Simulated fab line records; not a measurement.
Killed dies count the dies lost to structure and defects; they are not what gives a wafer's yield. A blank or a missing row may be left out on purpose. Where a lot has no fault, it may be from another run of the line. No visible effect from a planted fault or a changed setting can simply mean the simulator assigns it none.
fab line records ; flow n5Finfet
record lots=7; wafers=21
route steps=1938 shown BEOL_M1@770 BEOL_M2@846 BEOL_M3@931 BEOL_M4@1047 BEOL_M5@1120
startH: start of the lot's first displayed wafer, in hours after the record's first day ; waitH: time in hours since the lot's previous step ; " the same as in the row above ; L1.1+2: a row that stands for several wafers ; - either no value or no given start ; * or withheld: withheld ; < > ~ a bound
route shown NAME@n: NAME is a module with steps in the file, n the number in the route of the first one ; usual: mean/standard deviation of fault-free wafers ; same: alike in all rows ; chamber/n: place in a boat ; sites: the reading at each site ; _std_site: the values' standard deviation ; _edge_site: inner sites' mean taken away from outer sites' mean ; radiusMm: for every site, how far away it sits from the centre of the wafer ; mask NAME#n: copy n ; behind: the most recent tool/chamber to have shaped the wafer ; hold: what put the lot on hold/how long, in hours/how the hold closed ; device: which transistor (n, p or np) failed to switch ; end of line: at the end of the route, the tests of the same wafers ; where a step has no rows: the recipe by itself ; killed: dies lost to structure and defects at the first sort, not the wafer's yield ; map: per-die view of a wafer (x killed, . not killed, _ where there is no die)
set.NAME: the run value of the setting; set.NAME@STEP: its run value at that earlier step ; model.NAME: the simulator's own value behind a step, which no gauge read
lots where settings were altered on purpose, with a table for each step and a row for each wafer
## steps
# step N5_BEOL_M1_ETCH_64
# recipe chemistry=N2/H2; target=SOC; targetDepthA=750; overetchA=150; maskMaterial=SiARC; tempC=40; timeS=112.5; ionEnergyEv=200; pressureMtorr=30; sourceW=840; biasW=150; n2FlowSccm=200; h2FlowSccm=200
# usual rfVppV=524.5/3
lot.wafer;tool;chamber;startH;waitH;set.biasW;rfVppV;model.SiARC_of_BEOL_M1_COAT_62.thkNm
L074.1;rieDiel-04;0;125.75;0.0;150;526.3;6.8
L074.2;rieDiel-04;2;125.75;0.0;150;523.8;7
L074.3;rieDiel-04;1;125.75;0.0;150;525.8;6.6
L076.1;rieDiel-01;1;139.02;0.0;150;523.6;6.8
L076.2;rieDiel-01;3;139.02;0.0;150;522.1;6.8
L076.4;rieDiel-01;0;139.02;0.0;150;521.3;7
L078.2;rieDiel-06;0;147.93;0.0;150;525.1;6.8
L078.3;rieDiel-06;1;147.93;0.0;150;519.3;6.6
L078.6;rieDiel-06;0;147.93;0.0;150;525.9;7
L082.1;rieDiel-06;1;170.11;0.0;150;518.9;6.8
L082.3;rieDiel-06;0;170.11;0.0;127.1;473.4;8.2
L082.4;rieDiel-06;2;170.11;0.0;150;528.4;6.8
L084.2;rieDiel-01;1;187.46;0.0;150;523.8;6.8
L084.3;rieDiel-01;0;187.46;0.0;137.7;491.9;7.4
L084.5;rieDiel-01;1;187.46;0.0;150;524.0;6.6
L087.3;rieDiel-04;3;208.61;0.0;150;525.1;6.8
L087.4;rieDiel-04;0;208.61;0.0;150;525.7;6.8
L087.5;rieDiel-04;1;208.61;0.0;150;525.2;6.6
L095.2;rieDiel-06;0;263.34;0.0;150;526.2;7
L095.4;rieDiel-06;3;263.34;0.0;138.6;499.0;7
L095.5;rieDiel-06;2;263.34;0.0;150;528.6;6.6
# step N5_BEOL_M2_COAT_62
# recipe resist=SiARC; tempC=220; timeS=60; spinRpm=1500; resistThkNm=12
lot.wafer;tool;chamber;startH;waitH;set.spinRpm;model.SiARC_of_BEOL_M2_COAT_62.thkNm
L074.1+2+3;lithoTrack-04;0;-;-;1500;12.2
L076.1;lithoTrack-05;0;-;-;1500;12
L076.2;lithoTrack-05;0;-;-;1389;12.6
L076.4;lithoTrack-05;0;-;-;1389;12.4
L078.2;lithoTrack-03;0;-;-;1408;12.4
L078.3+6;lithoTrack-03;0;-;-;1500;12
L082.1+4;lithoTrack-03;0;-;-;1500;12
L082.3;lithoTrack-03;0;-;-;1370;12.6
L084.2+3;lithoTrack-03;0;-;-;1500;12
L084.5;lithoTrack-03;0;-;-;1551;11.8
L087.3+4+5;lithoTrack-04;0;-;-;1449;12.2
L095.2;lithoTrack-05;0;-;-;1500;12
L095.4+5;lithoTrack-05;0;-;-;1434;12.4
# step N5_BEOL_M2_DESCUM_16
# recipe chemistry=O2; timeS=7; sourcePowerW=50; biasPowerW=20; pressureMtorr=20; rfFrequencyHz=2.712e+07; tempC=40; resist=CAR-EUV; o2FlowSccm=225
lot.wafer;tool;chamber;startH;waitH;set.timeS;model.CAR-EUV_of_BEOL_M2_COAT_05.thkNm
L074.1+2+3;rieDiel-02;0,2,1;136.26;0.2;7;26.2
L076.1;rieDiel-03;1;147.89;0.0;7;26
L076.2;rieDiel-03;2;147.89;0.0;7;26.2
L076.4;rieDiel-03;3;147.89;0.0;7.649;25.8
L078.2;rieDiel-03;2;162.58;0.0;5.493;26.6
L078.3+6;rieDiel-03;0,3;162.58;0.0;7;26
L082.1+3+4;rieDiel-02;3,1,3;190.78;0.0;7;26.2
L084.2+5;rieDiel-02;0;199.79;0.0;7;26
L084.3;rieDiel-02;1;199.79;0.0;5.716;26.8
L087.3;rieDiel-02;1;220.19;0.0;7;26.2
L087.4+5;rieDiel-02;3,1;220.19;0.0;7;26
L095.2;rieDiel-05;3;274.90;0.0;7;26.2
L095.4;rieDiel-05;1;274.90;0.0;8.437;25.2
L095.5;rieDiel-05;3;274.90;0.0;8.437;25.4
# step N5_BEOL_M2_ETCH_74
# recipe chemistry=N2/H2; target=underlayer; targetDepthA=65; maskMaterial=CAR-EUV; timeS=5.2; ionEnergyEv=200; pressureMtorr=30; sourceW=840; biasW=150; n2FlowSccm=200; h2FlowSccm=200; ends=cleared
# step N5_BEOL_M2_ETCH_63
# recipe chemistry=CF4; target=SiARC; targetDepthA=156; maskMaterial=CAR-EUV; timeS=26; ionEnergyEv=80; pressureMtorr=40; sourceW=545; biasW=36; Ar_flow_sccm=100; cf4FlowSccm=100; ends=cleared
lot.wafer;tool;chamber;startH;waitH;set.spinRpm@BEOL_M2_COAT_62;model.etch.depthNm
L074.1;rieDiel-02;0;136.31;0.0;1500;12.1
L074.2;rieDiel-02;2;136.31;0.0;1500;12.12
L074.3;rieDiel-02;1;136.31;0.0;1500;12.11
L076.1;rieDiel-03;1;147.94;0.0;1500;12.01
L076.2;rieDiel-03;2;147.94;0.0;1389;12.5
L076.4;rieDiel-03;3;147.94;0.0;1389;12.48
L078.2;rieDiel-03;2;162.63;0.0;1408;12.37
L078.3;rieDiel-03;0;162.63;0.0;1500;12.01
L078.6;rieDiel-03;3;162.63;0.0;1500;12
L082.1;rieDiel-02;3;190.83;0.0;1500;11.99
L082.3;rieDiel-02;1;190.83;0.0;1370;12.59
L082.4;rieDiel-02;3;190.83;0.0;1500;12.03
L084.2;rieDiel-02;0;199.85;0.0;1500;11.99
L084.3;rieDiel-02;1;199.85;0.0;1500;11.96
L084.5;rieDiel-02;0;199.85;0.0;1551;11.77
L087.3;rieDiel-02;1;220.24;0.0;1449;12.21
L087.4;rieDiel-02;3;220.24;0.0;1449;12.25
L087.5;rieDiel-02;1;220.24;0.0;1449;12.28
L095.2;rieDiel-05;3;274.95;0.0;1500;12.07
L095.4;rieDiel-05;1;274.95;0.0;1434;12.32
L095.5;rieDiel-05;3;274.95;0.0;1434;12.33
# step N5_BEOL_M2_DEP_57
# recipe material=SiCN; targetThkA=80; tempC=withheld; precursor=3MS/NH3; pressureTorr=3; rfW=202; timeS=14
lot.wafer;tool;chamber;startH;waitH;set.timeS;model.SiCN_of_BEOL_M2_DEP_57.thkNm
L074.1+2+3;pecvd-01;2,1,1;144.23;0.0;14;8
L076.1+2;pecvd-02;0,2;157.75;0.0;14;8.2
L076.4;pecvd-02;2;157.75;0.0;12.42;7.4
L078.2+3;pecvd-02;0,1;169.20;0.0;14;8
L078.6;pecvd-02;1;169.20;0.0;14;8.2
L082.1+3+4;pecvd-01;0,2,1;205.91;0.0;15.47;8.8
L084.2+3;pecvd-02;2,1;213.14;0.0;12.92;7.4
L084.5;pecvd-02;0;213.14;0.0;14;8
L087.3+5;pecvd-02;2,0;232.18;0.0;13.41;7.8
L087.4;pecvd-02;1;232.18;0.0;14;8
L095.2;pecvd-01;1;282.70;0.0;14;7.8
L095.4;pecvd-01;2;282.70;0.0;14;8.2
L095.5;pecvd-01;0;282.70;0.0;16.01;9.4
# step N5_BEOL_M3_ILD_DEP_00
# recipe material=SiOC; targetThkA=790; tempC=350; precursor=DEMS/O2; pressureTorr=5; rfW=500; timeS=15.3
lot.wafer;tool;chamber;startH;waitH;set.timeS;model.SiOC_of_BEOL_M3_ILD_DEP_00.thkNm
L074.1;pecvd-04;1;144.37;0.0;15.3;78
L074.2;pecvd-04;0;144.37;0.0;15.3;78.6
L074.3;pecvd-04;2;144.37;0.0;15.3;79
L076.1;pecvd-04;1;157.90;0.0;15.3;78
L076.2;pecvd-04;0;157.90;0.0;15.3;78.8
L076.4;pecvd-04;2;157.90;0.0;15.3;80
L078.2;pecvd-04;1;169.33;0.0;14.62;75.6
L078.3;pecvd-04;0;169.33;0.0;15.3;78
L078.6;pecvd-04;2;169.33;0.0;14.62;76.6
L082.1;pecvd-03;2;206.04;0.0;15.3;78.4
L082.3;pecvd-03;0;206.04;0.0;15.3;77.8
L082.4;pecvd-03;1;206.04;0.0;15.3;79.6
L084.2;pecvd-04;0;213.27;0.0;15.3;76.8
L084.3;pecvd-04;1;213.27;0.0;15.3;78
L084.5;pecvd-04;1;213.27;0.0;15.3;77.6
L087.3;pecvd-04;0;232.33;0.1;15.3;78.4
L087.4;pecvd-04;1;232.33;0.1;15.3;78.8
L087.5;pecvd-04;1;232.33;0.1;17.07;87
L095.2;pecvd-02;2;282.83;0.0;15.3;77.4
L095.4;pecvd-02;2;282.83;0.0;15.3;78.6
L095.5;pecvd-02;0;282.83;0.0;15.3;77.6
# step N5_BEOL_M3_THK_MEAS_01
# recipe reads=SiOC_of_BEOL_M3_ILD_DEP_00
# usual M3_ILD_THK=78.6/0.98
lot.wafer;tool;chamber;startH;waitH;set.timeS@BEOL_M3_ILD_DEP_00;M3_ILD_THK[nm]
L074.1;filmMetro-02;-;144.44;0.0;15.3;78.0
L074.2;filmMetro-02;-;144.44;0.0;15.3;78.6
L074.3;filmMetro-02;-;144.44;0.0;15.3;79.1
L076.1;filmMetro-02;-;157.97;0.0;15.3;78.1
L076.2;filmMetro-02;-;157.97;0.0;15.3;78.8
L076.4;filmMetro-02;-;157.97;0.0;15.3;80.0
L078.2;filmMetro-02;-;169.40;0.1;14.62;75.7
L078.3;filmMetro-02;-;169.40;0.1;15.3;77.9
L078.6;filmMetro-02;-;169.40;0.1;14.62;76.6
L082.1;filmMetro-02;-;206.10;0.0;15.3;78.4
L082.3;filmMetro-02;-;206.10;0.0;15.3;77.7
L082.4;filmMetro-02;-;206.10;0.0;15.3;79.5
L084.2;filmMetro-02;-;213.35;0.1;15.3;76.8
L084.3;filmMetro-02;-;213.35;0.1;15.3;78.0
L084.5;filmMetro-02;-;213.35;0.1;15.3;77.6
L087.3;filmMetro-02;-;232.40;0.1;15.3;78.5
L087.4;filmMetro-02;-;232.40;0.1;15.3;78.9
L087.5;filmMetro-02;-;232.40;0.1;17.07;87.1
L095.2;filmMetro-02;-;282.90;0.1;15.3;77.4
L095.4;filmMetro-02;-;282.90;0.1;15.3;78.6
L095.5;filmMetro-02;-;282.90;0.1;15.3;77.5
# step N5_BEOL_M3_ETCH_70
# recipe chemistry=N2/H2; target=SOC; targetDepthA=800; overetchA=160; maskMaterial=SiARC; tempC=40; timeS=120; ionEnergyEv=200; pressureMtorr=30; sourceW=840; biasW=150; n2FlowSccm=200; h2FlowSccm=200
# usual rfVppV=524/3
lot.wafer;tool;chamber;startH;waitH;set.sourceW;rfVppV
L074.1;rieDiel-04;0;156.56;0.0;840;526
L074.2;rieDiel-04;2;156.56;0.0;840;525
L074.3;rieDiel-04;3;156.56;0.0;840;527
L076.1;rieDiel-04;1;164.50;0.0;840;525
L076.2;rieDiel-04;2;164.50;0.0;765;542
L076.4;rieDiel-04;3;164.50;0.0;840;524
L078.2;rieDiel-01;2;177.35;0.0;840;527
L078.3;rieDiel-01;3;177.35;0.0;840;523
L078.6;rieDiel-01;2;177.35;0.0;840;525
L082.1;rieDiel-06;1;211.89;0.0;840;518
L082.3;rieDiel-06;0;211.89;0.0;895.6;516
L082.4;rieDiel-06;3;211.89;0.0;840;523
L084.2;rieDiel-06;1;215.62;0.0;723.2;545
L084.3;rieDiel-06;0;215.62;0.0;840;526
L084.5;rieDiel-06;2;215.62;0.0;723.2;556
L087.3;rieDiel-04;3;235.83;0.0;840;525
L087.4;rieDiel-04;1;235.83;0.0;840;525
L087.5;rieDiel-04;3;235.83;0.0;718.1;553
L095.2;rieDiel-06;2;286.29;0.0;964.9;504
L095.4;rieDiel-06;1;286.29;0.0;840;518
L095.5;rieDiel-06;2;286.29;0.0;964.9;503
# step N5_BEOL_M4_COAT_67
# recipe resist=SOC; tempC=250; timeS=60; spinRpm=1500; resistThkNm=60
lot.wafer;tool;chamber;startH;waitH;set.spinRpm;model.SOC_of_BEOL_M4_COAT_67.thkNm
L074.1+2+3;lithoTrack-03;0;165.02;0.0;1500;59.8
L076.1+2;lithoTrack-05;0;172.18;0.0;1500;60.2
L076.4;lithoTrack-05;0;172.18;0.0;1500;60
L078.2+6;lithoTrack-01;0;184.61;0.0;1500;60.2
L078.3;lithoTrack-01;0;184.61;0.0;1500;60
L082.1;lithoTrack-03;0;220.24;0.0;1500;60.2
L082.3;lithoTrack-03;0;220.24;0.0;1500;60.4
L082.4;lithoTrack-03;0;220.24;0.0;1500;60
L084.2;lithoTrack-03;0;225.47;0.0;1500;60
L084.3+5;lithoTrack-03;0;225.47;0.0;1500;60.2
L087.3;lithoTrack-05;0;244.84;0.0;1415;61.8
L087.4+5;lithoTrack-05;0;244.84;0.0;1500;60
L095.2;lithoTrack-03;0;293.65;0.0;1500;59.6
L095.4+5;lithoTrack-03;0;293.65;0.0;1580;58.2
# step N5_BEOL_M4_COAT_22
# recipe resist=CAR-EUV; spinRpm=1500; resistThkNm=30
lot.wafer;tool;chamber;startH;waitH;set.spinRpm;model.CAR-EUV_of_BEOL_M4_COAT_22.thkNm
L074.1;lithoTrack-03;0;-;-;1500;29.8
L074.2+3;lithoTrack-03;0;-;-;1500;30
L076.1;lithoTrack-05;0;-;-;1500;30
L076.2+4;lithoTrack-05;0;-;-;1580;29.2
L078.2+3;lithoTrack-01;0;-;-;1611;29
L078.6;lithoTrack-01;0;-;-;1500;30
L082.1;lithoTrack-03;0;-;-;1639;28.8
L082.3;lithoTrack-03;0;-;-;1500;30
L082.4;lithoTrack-03;0;-;-;1639;28.6
L084.2+3;lithoTrack-03;0;-;-;1500;30
L084.5;lithoTrack-03;0;-;-;1500;29.8
L087.3;lithoTrack-05;0;-;-;1500;30
L087.4+5;lithoTrack-05;0;-;-;1457;30.6
L095.2+5;lithoTrack-03;0;-;-;1552;29.4
L095.4;lithoTrack-03;0;-;-;1500;29.8
# step N5_BEOL_M4_EBR_24
# recipe solvent=PGMEA; ebrWidthMm=1.5
# step N5_BEOL_M4_SOFTBAKE_23
# recipe tempC=110; timeS=60; resist=CAR-EUV
# step N5_BEOL_M4_EXPOSE_25
# recipe maskId=V3; na=0.33; sourceShape=quasar; sigmaInner=0.2; sigmaOuter=0.8; polarization=unpolarized; defocusNm=5; doseMj=63
# step N5_BEOL_M4_PEB_26
# recipe pebTempC=100; pebTimeS=60; resist=CAR-EUV
# step N5_BEOL_M4_DEVELOP_27
# recipe developTimeS=30; developer=TMAH; resist=CAR-EUV; rinseLiquid=surfactantRinse; dry=airSpin; devTempC=23
lot.wafer;tool;chamber;startH;waitH;set.spinRpm@BEOL_M4_COAT_22;model.CAR-EUV_of_BEOL_M4_COAT_22.thkNm
L074.1+3;lithoTrack-03;0;-;-;1500;29.4
L074.2;lithoTrack-03;0;-;-;1500;29.6
L076.1;lithoTrack-01;0;-;-;1500;29.6
L076.2;lithoTrack-01;0;-;-;1580;28.6
L076.4;lithoTrack-01;0;-;-;1580;28.8
L078.2+3;lithoTrack-01;0;-;-;1611;28.4
L078.6;lithoTrack-01;0;-;-;1500;29.6
L082.1+4;lithoTrack-01;0;-;-;1639;28.2
L082.3;lithoTrack-01;0;-;-;1500;29.4
L084.2+3;lithoTrack-03;0;-;-;1500;29.6
L084.5;lithoTrack-03;0;-;-;1500;29.4
L087.3;lithoTrack-03;0;-;-;1500;29.6
L087.4+5;lithoTrack-03;0;-;-;1457;30
L095.2;lithoTrack-05;0;-;-;1552;29
L095.4;lithoTrack-05;0;-;-;1500;29.4
L095.5;lithoTrack-05;0;-;-;1552;28.8
# step N5_BEOL_M4_ALD_98
# recipe material=SiO2; targetThkA=25; tempC=100; aldPrecursorFamily=BDEAS; aldCoReactant=O2-plasma; pulseTimeS=1; coReactantPulseTimeS=1; purgeTimeS=2; coReactantPurgeTimeS=2; aldCycles=17; pressureTorr=2
# step N5_BEOL_M4_ETCHBACK_99
# recipe chemistry=CHF3; target=SiO2; targetDepthA=50; timeS=10.4; sourceW=215; biasW=47; Ar_flow_sccm=200; CHF3_flow_sccm=12; ionEnergyEv=100; pressureMtorr=30
# step N5_BEOL_M4_ETCH_70
# recipe chemistry=N2/H2; target=SOC; targetDepthA=800; overetchA=240; maskMaterial=SiARC; tempC=40; timeS=130; ionEnergyEv=200; pressureMtorr=30; sourceW=840; biasW=150; n2FlowSccm=200; h2FlowSccm=200
lot.wafer;tool;chamber;startH;waitH;set.spinRpm@BEOL_M4_COAT_67;model.etch.depthNm
L074.1;rieDiel-03;2;167.48;0.0;1500;59.85
L074.2;rieDiel-03;0;167.48;0.0;1500;59.87
L074.3;rieDiel-03;1;167.48;0.0;1500;59.84
L076.1;rieDiel-02;1;176.17;0.0;1500;60.24
L076.2;rieDiel-02;2;176.17;0.0;1500;60.16
L076.4;rieDiel-02;0;176.17;0.0;1500;59.97
L078.2;rieDiel-03;0;189.15;0.0;1500;60.14
L078.3;rieDiel-03;3;189.15;0.0;1500;60
L078.6;rieDiel-03;3;189.15;0.0;1500;60.12
L082.1;rieDiel-03;3;224.22;0.0;1500;60.22
L082.3;rieDiel-03;2;224.22;0.0;1500;60.34
L082.4;rieDiel-03;1;224.22;0.0;1500;60.09
L084.2;rieDiel-02;0;230.57;0.0;1500;60.08
L084.3;rieDiel-02;1;230.57;0.0;1500;60.19
L084.5;rieDiel-02;2;230.57;0.0;1500;60.23
L087.3;rieDiel-03;3;247.55;0.0;1415;61.77
L087.4;rieDiel-03;0;247.55;0.0;1500;60.07
L087.5;rieDiel-03;3;247.55;0.0;1500;60.08
L095.2;rieDiel-02;0;296.66;0.0;1500;59.63
L095.4;rieDiel-02;2;296.66;0.0;1580;58.22
L095.5;rieDiel-02;3;296.66;0.0;1580;58.14
# step N5_BEOL_M4_STRIP_71
# recipe chemistry=N2/H2; tempC=40; n2FlowSccm=200; h2FlowSccm=200; rfFrequencyHz=6e+07
# step N5_BEOL_M4_STRIP_78
# recipe chemistry=N2/H2; tempC=40; n2FlowSccm=200; h2FlowSccm=200; rfFrequencyHz=6e+07
# step N5_BEOL_M4_VIA_ETCH_34
# recipe chemistry=C4F6/O2; targetDepthA=694; maskMaterial=SOC; pressureMtorr=15; ionEnergyEv=250; taperDeg=4; timeS=65.9; sourceW=350; biasW=170; Ar_flow_sccm=300; C4F6_flow_sccm=10; O2_flow_sccm=10
lot.wafer;tool;chamber;startH;waitH;set.spinRpm@BEOL_M4_COAT_67;model.SOC_of_BEOL_M4_COAT_67.thkNm
L074.1+3;rieDiel-03;2,1;167.59;0.0;1500;51.6
L074.2;rieDiel-03;0;167.59;0.0;1500;52
L076.1;rieDiel-02;1;176.28;0.0;1500;52.4
L076.2;rieDiel-02;2;176.28;0.0;1500;52.2
L076.4;rieDiel-02;0;176.28;0.0;1500;51.8
L078.2;rieDiel-03;0;189.25;0.0;1500;52.2
L078.3+6;rieDiel-03;3;189.25;0.0;1500;51.8
L082.1+4;rieDiel-03;3,1;224.33;0.0;1500;52
L082.3;rieDiel-03;2;224.33;0.0;1500;52.2
L084.2+5;rieDiel-02;0,2;230.67;0.0;1500;52
L084.3;rieDiel-02;1;230.67;0.0;1500;52.2
L087.3;rieDiel-03;3;247.65;0.0;1415;53.6
L087.4;rieDiel-03;0;247.65;0.0;1500;51.8
L087.5;rieDiel-03;3;247.65;0.0;1500;52
L095.2;rieDiel-02;0;296.76;0.0;1500;51.4
L095.4+5;rieDiel-02;2,3;296.76;0.0;1580;50
# step N5_BEOL_M4_DEP_57
# recipe material=SiCN; targetThkA=80; tempC=withheld; precursor=3MS/NH3; pressureTorr=3; rfW=202; timeS=14
lot.wafer;tool;chamber;startH;waitH;set.timeS;model.SiCN_of_BEOL_M4_DEP_57.thkNm
L074.1;pecvd-02;2;172.11;0.0;14;8
L074.2+3;pecvd-02;0,1;172.11;0.0;14;7.8
L076.1+2+4;pecvd-01;0,2,2;182.08;0.0;14;8
L078.2;pecvd-02;0;194.90;0.0;15.76;8.8
L078.3+6;pecvd-02;2;194.90;0.0;14;8
L082.1;pecvd-03;2;231.35;0.0;13.37;7.6
L082.3;pecvd-03;0;231.35;0.0;13.37;7.4
L082.4;pecvd-03;2;231.35;0.0;14;8
L084.2;pecvd-01;1;238.19;0.0;15.73;9.2
L084.3;pecvd-01;0;238.19;0.0;14;8
L084.5;pecvd-01;1;238.19;0.0;14;8.2
L087.3+4;pecvd-02;2,0;251.91;0.0;15.73;9
L087.5;pecvd-02;1;251.91;0.0;14;8.2
L095.2;pecvd-03;1;303.14;0.0;12.8;7.2
L095.4+5;pecvd-03;2,0;303.14;0.0;14;8
# step N5_BEOL_M5_COAT_05
# recipe resist=CAR-EUV; spinRpm=1500; resistThkNm=30
lot.wafer;tool;chamber;startH;waitH;set.spinRpm;model.CAR-EUV_of_BEOL_M5_COAT_05.thkNm
L074.1+3;lithoTrack-03;0;-;-;1500;30.2
L074.2;lithoTrack-03;0;-;-;1500;30
L076.1+4;lithoTrack-03;0;-;-;1500;30
L076.2;lithoTrack-03;0;-;-;1500;29.8
L078.2;lithoTrack-03;0;-;-;1500;30
L078.3;lithoTrack-03;0;-;-;1650;28.6
L078.6;lithoTrack-03;0;-;-;1650;28.8
L082.1;lithoTrack-04;0;-;-;1500;30
L082.3+4;lithoTrack-04;0;-;-;1363;31.4
L084.2+3+5;lithoTrack-04;0;-;-;1500;30
L087.3;lithoTrack-04;0;-;-;1500;30
L087.4+5;lithoTrack-04;0;-;-;1500;30.2
L095.2;lithoTrack-03;0;-;-;1500;30
L095.4+5;lithoTrack-03;0;-;-;1500;29.8
# step N5_BEOL_M5_EBR_07
# recipe solvent=PGMEA; ebrWidthMm=1.5
# step N5_BEOL_M5_SOFTBAKE_06
# recipe tempC=110; timeS=60; resist=CAR-EUV
# step N5_BEOL_M5_EXPOSE_08
# recipe maskId=M5; na=0.33; sourceShape=annular; sigmaInner=0.4; sigmaOuter=0.8; polarization=unpolarized; targetCdNm=28; doseMj=35.75
# step N5_BEOL_M5_PEB_09
# recipe pebTempC=100; pebTimeS=60; resist=CAR-EUV
# step N5_BEOL_M5_DEVELOP_10
# recipe developTimeS=30; developer=TMAH; resist=CAR-EUV; rinseLiquid=surfactantRinse; dry=airSpin; devTempC=23
lot.wafer;tool;chamber;startH;waitH;set.spinRpm@BEOL_M5_COAT_05;model.CAR-EUV_of_BEOL_M5_COAT_05.thkNm
L074.1+2+3;lithoTrack-03;0;-;-;1500;29.6
L076.1+2;lithoTrack-03;0;-;-;1500;29.4
L076.4;lithoTrack-03;0;-;-;1500;29.6
L078.2;lithoTrack-03;0;-;-;1500;29.6
L078.3+6;lithoTrack-03;0;-;-;1650;28.2
L082.1;lithoTrack-02;0;-;-;1500;29.6
L082.3+4;lithoTrack-02;0;-;-;1363;31
L084.2+3+5;lithoTrack-03;0;-;-;1500;29.6
L087.3+4+5;lithoTrack-03;0;-;-;1500;29.6
L095.2+4+5;lithoTrack-04;0;-;-;1500;29.4
## key
split step=N5_BEOL_M1_ETCH_64; setting=biasW; stated=150; by=wafer
response step=N5_BEOL_M1_ETCH_64; reading=rfVppV; change=+3.48; per=1%; r=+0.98
response step=N5_BEOL_M1_ETCH_64; reading=model.SiARC_of_BEOL_M1_COAT_62.thkNm; change=-0.08; per=1%; r=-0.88
split step=N5_BEOL_M2_COAT_62; setting=spinRpm; stated=1500; by=wafer
response step=N5_BEOL_M2_COAT_62; reading=model.SiARC_of_BEOL_M2_COAT_62.thkNm; change=-0.0695; per=1%; r=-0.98
response step=N5_BEOL_M2_ETCH_63; reading=model.etch.depthNm; change=-0.0634; per=1%; r=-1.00
split step=N5_BEOL_M2_DESCUM_16; setting=timeS; stated=7; by=wafer
response step=N5_BEOL_M2_DESCUM_16; reading=model.CAR-EUV_of_BEOL_M2_COAT_05.thkNm; change=-0.0374; per=1%; r=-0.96
split step=N5_BEOL_M2_DEP_57; setting=timeS; stated=14; by=wafer
response step=N5_BEOL_M2_DEP_57; reading=model.SiCN_of_BEOL_M2_DEP_57.thkNm; change=+0.0842; per=1%; r=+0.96
split step=N5_BEOL_M3_ILD_DEP_00; setting=timeS; stated=15.3; by=wafer
response step=N5_BEOL_M3_ILD_DEP_00; reading=model.SiOC_of_BEOL_M3_ILD_DEP_00.thkNm; change=+0.688; per=1%; r=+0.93
response step=N5_BEOL_M3_THK_MEAS_01; reading=M3_ILD_THK; change=+0.688; per=1%; r=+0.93
split step=N5_BEOL_M3_ETCH_70; setting=sourceW; stated=840; by=wafer
response step=N5_BEOL_M3_ETCH_70; reading=rfVppV; change=-1.53; per=1%; r=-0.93
split step=N5_BEOL_M4_COAT_67; setting=spinRpm; stated=1500; by=wafer
response step=N5_BEOL_M4_COAT_67; reading=model.SOC_of_BEOL_M4_COAT_67.thkNm; change=-0.292; per=1%; r=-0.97
response step=N5_BEOL_M4_ETCH_70; reading=model.etch.depthNm; change=-0.287; per=1%; r=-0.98
response step=N5_BEOL_M4_VIA_ETCH_34; reading=model.SOC_of_BEOL_M4_COAT_67.thkNm; change=-0.282; per=1%; r=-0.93
split step=N5_BEOL_M4_COAT_22; setting=spinRpm; stated=1500; by=wafer
response step=N5_BEOL_M4_COAT_22; reading=model.CAR-EUV_of_BEOL_M4_COAT_22.thkNm; change=-0.142; per=1%; r=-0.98
response step=N5_BEOL_M4_DEVELOP_27; reading=model.CAR-EUV_of_BEOL_M4_COAT_22.thkNm; change=-0.146; per=1%; r=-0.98
split step=N5_BEOL_M4_DEP_57; setting=timeS; stated=14; by=wafer
response step=N5_BEOL_M4_DEP_57; reading=model.SiCN_of_BEOL_M4_DEP_57.thkNm; change=+0.0765; per=1%; r=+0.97
split step=N5_BEOL_M5_COAT_05; setting=spinRpm; stated=1500; by=wafer
response step=N5_BEOL_M5_COAT_05; reading=model.CAR-EUV_of_BEOL_M5_COAT_05.thkNm; change=-0.141; per=1%; r=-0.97
response step=N5_BEOL_M5_DEVELOP_10; reading=model.CAR-EUV_of_BEOL_M5_COAT_05.thkNm; change=-0.146; per=1%; r=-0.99
